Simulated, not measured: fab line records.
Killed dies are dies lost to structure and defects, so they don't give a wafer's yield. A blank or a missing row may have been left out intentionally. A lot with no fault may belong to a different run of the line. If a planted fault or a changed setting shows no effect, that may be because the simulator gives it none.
Which tool did it? :: flow nand_harc :: 13 lots, 39 wafers sampled, at 5 steps of a route of 1302

WHAT THE GAUGES SHOWED, per wafer
NHARC_THIN_TSV_CD_MEAS_33: target cd 5000 nm. Usual: cd_nm reads 5001.0 nm (standard deviation 1.5).
lot: L140
measured: day 24 14:28
on: cd_sem-01
cd_nm (nm): 5001.8 5000.0 4999.6
flag: 

lot: L142
measured: day 24 19:03
on: cd_sem-01
cd_nm (nm): 5001.2 5001.4 5000.3
flag: 

lot: L141
measured: day 25 00:26
on: cd_sem-02
cd_nm (nm): 4999.4 4999.2 5000.7
flag: 

lot: L144
measured: day 26 04:02
on: cd_sem-01
cd_nm (nm): 5000.9 5002.1 5003.3
flag: 

lot: L151
measured: day 28 13:47
on: cd_sem-01
cd_nm (nm): 5002.1 5002.2 5002.1
flag: 

lot: L155
measured: day 30 04:25
on: cd_sem-03
cd_nm (nm): 5003.0 5001.1 5002.0
flag: 

lot: L154
measured: day 30 03:18
on: cd_sem-03
cd_nm (nm): 5000.6 5000.0 4999.9
flag: 

lot: L157
measured: day 30 19:59
on: cd_sem-01
cd_nm (nm): 5004.5 5004.2 5003.2
flag: 

lot: L158
measured: day 31 12:34
on: cd_sem-01
cd_nm (nm): 5003.3 4999.4 4999.7
flag: 

lot: L159
measured: day 32 09:07
on: cd_sem-01
cd_nm (nm): 4999.4 5001.1 5001.8
flag: 

lot: L160
measured: day 33 04:40
on: cd_sem-01
cd_nm (nm): 5001.9 5001.6 5000.4
flag: 

lot: L162
measured: day 33 16:14
on: cd_sem-03
cd_nm (nm): 5003.3 5000.9 5002.9
flag: 

lot: L163
measured: day 34 08:22
on: cd_sem-02
cd_nm (nm): 4999.6 4997.6 5000.1
flag: 

NHARC_THIN_TSV_CD_MEAS_37. Usual: cd_nm reads 5000.2 nm (standard deviation 2.4).
lot: L140
measured: day 24 15:55
on: cd_sem-01
cd_nm (nm): 4998.9 5002.2 4999.0
flag: 

lot: L142
measured: day 24 20:29
on: cd_sem-03
cd_nm (nm): 5000.5 4997.3 4998.7
flag: 

lot: L141
measured: day 25 01:52
on: cd_sem-02
cd_nm (nm): 4998.4 4997.6 4997.3
flag: 

lot: L144
measured: day 26 07:59
on: cd_sem-02
cd_nm (nm): 5000.2 5004.1 5002.0
flag: 

lot: L151
measured: day 28 15:17
on: cd_sem-02
cd_nm (nm): 5003.2 5003.1 5000.9
flag: 

lot: L155
measured: day 30 05:56
on: cd_sem-03
cd_nm (nm): 5000.8 4997.5 5002.2
flag: 

lot: L154
measured: day 30 04:48
on: cd_sem-01
cd_nm (nm): 5000.3 4999.8 4997.3
flag: 

lot: L157
measured: day 30 21:26
on: cd_sem-03
cd_nm (nm): 5005.5 5002.0 5003.3
flag: 

lot: L158
measured: day 31 14:01
on: cd_sem-01
cd_nm (nm): 5003.9 4998.3 4999.7
flag: 

lot: L159
measured: day 32 10:34
on: cd_sem-01
cd_nm (nm): 4999.3 4998.9 5002.7
flag: 

lot: L160
measured: day 33 06:10
on: cd_sem-01
cd_nm (nm): 5003.8 5002.0 5003.6
flag: 

lot: L162
measured: day 33 17:41
on: cd_sem-02
cd_nm (nm): 4999.7 5002.8 5003.0
flag: 

lot: L163
measured: day 34 09:49
on: cd_sem-03
cd_nm (nm): 4997.8 4997.5 4998.2
flag: 

NHARC_END_SORT_01. Usual: killed_at_array 56, standard deviation 21; killed_at_other 0.8, standard deviation 1; killed_at_periphery 3.6, standard deviation 2.8; killed_dies 60, standard deviation 20; killed_open 3.2, standard deviation 1.9; killed_short 2.4, standard deviation 1.6.
lot: L144
measured: day 26 15:31
on: prober-01
killed_at_array: 144 92 163
killed_at_other: 0 1 0
killed_at_periphery: 2 0 0
killed_dies: 146 93 163
killed_open: 4 4 4
killed_short: 1 3 4
flag: OFF

lot: L157
measured: day 31 07:26
on: prober-01
killed_at_array: 49
killed_at_other: 1
killed_at_periphery: 2
killed_dies: 52
killed_open: 5
killed_short: 1
flag: 

WHAT TOOL EACH LOT RAN ON (gives the tool, then ch and the chambers of the sampled wafers, and finally the start)
lot: L140
NHARC_A_CHANNEL_FILL_D1_ALD_16: ald_hk-01 ch 0,1,3, day 9 15:11
NHARC_THIN_TSV_ANNEAL_52: rtp_anneal-01 ch 0, day 24 12:34

lot: L142
NHARC_A_CHANNEL_FILL_D1_ALD_16: ald_hk-02 ch 0,1,2, day 10 04:46
NHARC_THIN_TSV_ANNEAL_52: rtp_anneal-01 ch 0, day 24 17:07

lot: L141
NHARC_A_CHANNEL_FILL_D1_ALD_16: ald_hk-02 ch 1,3, day 10 04:57
NHARC_THIN_TSV_ANNEAL_52: rtp_anneal-01 ch 0, day 24 22:29

lot: L144
NHARC_A_CHANNEL_FILL_D1_ALD_16: ald_hk-02 ch 0,3, day 11 18:30
NHARC_THIN_TSV_ANNEAL_52: rtp_anneal-01 ch 0, day 26 02:04

lot: L151
NHARC_A_CHANNEL_FILL_D1_ALD_16: ald_hk-04 ch 0,1,2, day 13 18:49
NHARC_THIN_TSV_ANNEAL_52: rtp_anneal-01 ch 0, day 28 11:50

lot: L155
NHARC_A_CHANNEL_FILL_D1_ALD_16: ald_hk-01 ch 0,1,2, day 15 10:44
NHARC_THIN_TSV_ANNEAL_52: rtp_anneal-02 ch 0, day 30 02:35

lot: L154
NHARC_A_CHANNEL_FILL_D1_ALD_16: ald_hk-04 ch 0,1, day 15 10:44
NHARC_THIN_TSV_ANNEAL_52: rtp_anneal-01 ch 0, day 30 01:30

lot: L157
NHARC_A_CHANNEL_FILL_D1_ALD_16: ald_hk-01 ch 0,2, day 16 03:20
NHARC_THIN_TSV_ANNEAL_52: rtp_anneal-01 ch 0, day 30 18:13

lot: L158
NHARC_A_CHANNEL_FILL_D1_ALD_16: ald_hk-02 ch 1,2,3, day 16 16:13
NHARC_THIN_TSV_ANNEAL_52: rtp_anneal-01 ch 0, day 31 10:47

lot: L159
NHARC_A_CHANNEL_FILL_D1_ALD_16: ald_hk-01 ch 0,3, day 17 23:32
NHARC_THIN_TSV_ANNEAL_52: rtp_anneal-01 ch 0, day 32 07:20

lot: L160
NHARC_A_CHANNEL_FILL_D1_ALD_16: ald_hk-02 ch 1,2,3, day 18 06:22
NHARC_THIN_TSV_ANNEAL_52: rtp_anneal-02 ch 0, day 33 02:44

lot: L162
NHARC_A_CHANNEL_FILL_D1_ALD_16: ald_hk-04 ch 1,2,3, day 18 16:01
NHARC_THIN_TSV_ANNEAL_52: rtp_anneal-02 ch 0, day 33 14:23

lot: L163
NHARC_A_CHANNEL_FILL_D1_ALD_16: ald_hk-01 ch 1,2,3, day 19 15:31
NHARC_THIN_TSV_ANNEAL_52: rtp_anneal-01 ch 0, day 34 06:29
- NHARC_A_CHANNEL_FILL_D1_ALD_16: deposits SiO2, target thk 1.5 nm, pulse time 10 s, ald cycles 15.
- NHARC_THIN_TSV_ANNEAL_52: time 90 s.

AS READ BY THE TOOLS THEMSELVES (means over the sampled wafers that have a number; for cases with no such wafer, the mark the record gives instead)
NHARC_A_CHANNEL_FILL_D1_ALD_16. Usual: heater_power_outer_w 272 W, standard deviation 25; heater_power_w 484 W, standard deviation 46; precursor_pulse_height_rel 0.998, standard deviation 0.02.
lot: L140
tool: ald_hk-01
heater_power_outer_w (W): 257
heater_power_w (W): 471
precursor_pulse_height_rel: 0.998
flag: 

lot: L142
tool: ald_hk-02
heater_power_outer_w (W): 279
heater_power_w (W): 505
precursor_pulse_height_rel: 1.012
flag: 

lot: L141
tool: ald_hk-02
heater_power_outer_w (W): 267
heater_power_w (W): 463
precursor_pulse_height_rel: 0.997
flag: 

lot: L144
tool: ald_hk-02
heater_power_outer_w (W): 285
heater_power_w (W): 509
precursor_pulse_height_rel: 0.987
flag: 

lot: L151
tool: ald_hk-04
heater_power_outer_w (W): 273
heater_power_w (W): 469
precursor_pulse_height_rel: 1.012
flag: 

lot: L155
tool: ald_hk-01
heater_power_outer_w (W): 272
heater_power_w (W): 492
precursor_pulse_height_rel: 1.007
flag: 

lot: L154
tool: ald_hk-04
heater_power_outer_w (W): 274
heater_power_w (W): 484
precursor_pulse_height_rel: 0.997
flag: 

lot: L157
tool: ald_hk-01
heater_power_outer_w (W): 287
heater_power_w (W): 534
precursor_pulse_height_rel: 1.021
flag: 

lot: L158
tool: ald_hk-02
heater_power_outer_w (W): 295
heater_power_w (W): 512
precursor_pulse_height_rel: 0.993
flag: 

lot: L159
tool: ald_hk-01
heater_power_outer_w (W): 267
heater_power_w (W): 501
precursor_pulse_height_rel: 0.996
flag: 

lot: L160
tool: ald_hk-02
heater_power_outer_w (W): 288
heater_power_w (W): 511
precursor_pulse_height_rel: 1.006
flag: 

lot: L162
tool: ald_hk-04
heater_power_outer_w (W): 277
heater_power_w (W): 478
precursor_pulse_height_rel: 1.001
flag: 

lot: L163
tool: ald_hk-01
heater_power_outer_w (W): 252
heater_power_w (W): 450
precursor_pulse_height_rel: 0.986
flag: 

NHARC_THIN_TSV_ANNEAL_52. Usual: anneal_temp_c_max 226.39, standard deviation 0.28; wafer_temp_C_max 226.3, standard deviation 0.42.
lot: L140
tool: rtp_anneal-01
anneal_temp_c_max: 226.53
wafer_temp_C_max: 226.6
flag: 

lot: L142
tool: rtp_anneal-01
anneal_temp_c_max: 226.32
wafer_temp_C_max: 226.5
flag: 

lot: L141
tool: rtp_anneal-01
anneal_temp_c_max: 226.15
wafer_temp_C_max: 226.2
flag: 

lot: L144
tool: rtp_anneal-01
anneal_temp_c_max: 226.40
wafer_temp_C_max: 226.6
flag: 

lot: L151
tool: rtp_anneal-01
anneal_temp_c_max: 226.54
wafer_temp_C_max: 227.0
flag: 

lot: L155
tool: rtp_anneal-02
anneal_temp_c_max: 226.03
wafer_temp_C_max: 226.0
flag: 

lot: L154
tool: rtp_anneal-01
anneal_temp_c_max: 226.81
wafer_temp_C_max: 226.7
flag: 

lot: L157
tool: rtp_anneal-01
anneal_temp_c_max: 226.49
wafer_temp_C_max: 226.2
flag: 

lot: L158
tool: rtp_anneal-01
anneal_temp_c_max: 226.38
wafer_temp_C_max: 226.5
flag: 

lot: L159
tool: rtp_anneal-01
anneal_temp_c_max: 226.60
wafer_temp_C_max: 226.1
flag: 

lot: L160
tool: rtp_anneal-02
anneal_temp_c_max: 226.18
wafer_temp_C_max: 225.9
flag: 

lot: L162
tool: rtp_anneal-02
anneal_temp_c_max: 226.04
wafer_temp_C_max: 225.9
flag: 

lot: L163
tool: rtp_anneal-01
anneal_temp_c_max: 226.49
wafer_temp_C_max: 226.2
flag: 

THE ANSWER, worked out from the rows above alone
Rule: lot off if the mean of its wafers having a number is beyond 3 standard deviations from the usual mean. Also off: a lot with no number at a reading for which 4 or more lots have one. Any other lot the step has rows for is counted as sound. First the gauges in route order, then the tools' own readings, where a lot's mean is used as printed above. The first step at which some lot is off is used, and at that step the reading that is off furthest; a lot without a number counts as furthest.
Off: L144 (NHARC_END_SORT_01, killed_dies). Neither off nor sound, because the step has no rows for them: L140, L142, L141, L151, L155, L154, L158, L159, L160, L162, L163.
If a tool, at a process step before that reading, ran all the lots that are off and no sound lot after the first of them, it fits. Gauges at NHARC_END_SORT_01: tried the same way as those tools. One candidate fits, namely ald_hk-02 at NHARC_A_CHANNEL_FILL_D1_ALD_16. It ran no sound lot before its first lot that is off in this sample, so the start can't be narrowed down.

WHAT THE SIMULATOR HAD PUT IN
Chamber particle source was ald_hk-02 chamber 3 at NHARC_A_CHANNEL_FILL_D1_ALD_16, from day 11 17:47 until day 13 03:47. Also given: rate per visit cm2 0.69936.
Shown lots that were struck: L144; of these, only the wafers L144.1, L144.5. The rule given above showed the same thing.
